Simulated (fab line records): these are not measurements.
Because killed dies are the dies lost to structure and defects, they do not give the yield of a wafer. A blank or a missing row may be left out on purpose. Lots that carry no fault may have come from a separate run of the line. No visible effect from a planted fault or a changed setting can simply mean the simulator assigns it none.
Matching of chambers -- flow n5_finfet -- N5_GATE_CUT_CMP_43 on cmp-03: 3 sister chambers
The step polishes SiO2. 6 wafers are shown with their chamber, then 6 later ones without.

== EACH WAFER AND ITS CHAMBER ==
wafer,chamber,motor_current_A (A),slurry_filter_dp_kPa (kPa)
L083.5,0,11.0,13.32
L083.6,3,12.6,13.73
L087.1,3,12.7,13.51
L087.3,1,11.2,13.55
L087.4,0,10.6,13.35
L091.2,1,11.7,13.60

== WAFERS WHOSE CHAMBER IS MISSING ==
wafer,motor_current_A (A),slurry_filter_dp_kPa (kPa)
L091.6,10.8,13.64
L093.1,10.9,13.51
L093.2,11.7,13.47
L096.1,12.7,13.34
L096.4,10.5,13.37
L096.5,10.8,13.47

== CHAMBER TAKEN BY EACH ==
wafer,from the rows above,in truth
L091.6,can't be placed: 1 or 0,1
L093.1,can't be placed: 0 or 1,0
L093.2,1,1
L096.1,3,3
L096.4,0,0
L096.5,can't be placed: 0 or 1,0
Correctly placed: 3 of 6. Not placeable from these rows: 3 (in 3, the candidates include the true chamber). Number placed wrongly: 0.
How it was worked out, from the rows above alone: a wafer's distance from a chamber is the root of the sum, over the readings, of the square of ((its reading less the chamber's mean) divided by the reading's scatter). If the next closest chamber is less than 2 further off than the closest, the wafer can't be placed; otherwise it belongs to the closest. For every chamber, the mean is computed from those of its wafers that are shown. How the scatter is found: for the shown wafers, subtract from each reading the mean of its chamber, square and add these, divide the total by (wafers less chambers), then take the root.
